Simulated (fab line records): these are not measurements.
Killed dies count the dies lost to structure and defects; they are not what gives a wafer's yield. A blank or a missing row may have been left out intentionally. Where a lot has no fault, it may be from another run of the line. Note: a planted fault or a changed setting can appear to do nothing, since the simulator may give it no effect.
Chamber matching || flow n5-finfet || N5_GATE_CUT_CMP_43 on cmp-03 has 3 sister chambers
The step polishes SiO2. 3 wafers are shown with their chamber, then 6 later ones without.

## WAFERS WITH THEIR CHAMBER
{"wafer": "L087.1", "chamber": 3, "motor-current-A (A)": 12.7}
{"wafer": "L087.4", "chamber": 0, "motor-current-A (A)": 10.6}
{"wafer": "L091.2", "chamber": 1, "motor-current-A (A)": 11.7}

## WAFERS WITHOUT THEIR CHAMBER
{"wafer": "L091.6", "motor-current-A (A)": 10.8}
{"wafer": "L093.1", "motor-current-A (A)": 10.9}
{"wafer": "L093.2", "motor-current-A (A)": 11.7}
{"wafer": "L096.1", "motor-current-A (A)": 12.7}
{"wafer": "L096.4", "motor-current-A (A)": 10.5}
{"wafer": "L096.5", "motor-current-A (A)": 10.8}

## CHAMBER TAKEN BY EACH
{"wafer": "L091.6", "from the rows above": 0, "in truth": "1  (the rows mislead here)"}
{"wafer": "L093.1", "from the rows above": 0, "in truth": 0}
{"wafer": "L093.2", "from the rows above": 1, "in truth": 1}
{"wafer": "L096.1", "from the rows above": 3, "in truth": 3}
{"wafer": "L096.4", "from the rows above": 0, "in truth": 0}
{"wafer": "L096.5", "from the rows above": 0, "in truth": 0}
5 of 6 placed correctly. Can't be placed from these rows: 0. Number placed wrongly: 1.
How it was worked out, from the rows above alone: a wafer's distance from a chamber is the root of the sum, over the readings, of the square of ((its reading less the chamber's mean) divided by the reading's scatter). If the next closest chamber is less than 2 further off than the closest, the wafer can't be placed; otherwise it belongs to the closest. Each chamber's mean is taken over the wafers shown for it. The scatter: root of mean squared gap, hidden wafer to nearest shown wafer, with one shown wafer a chamber.
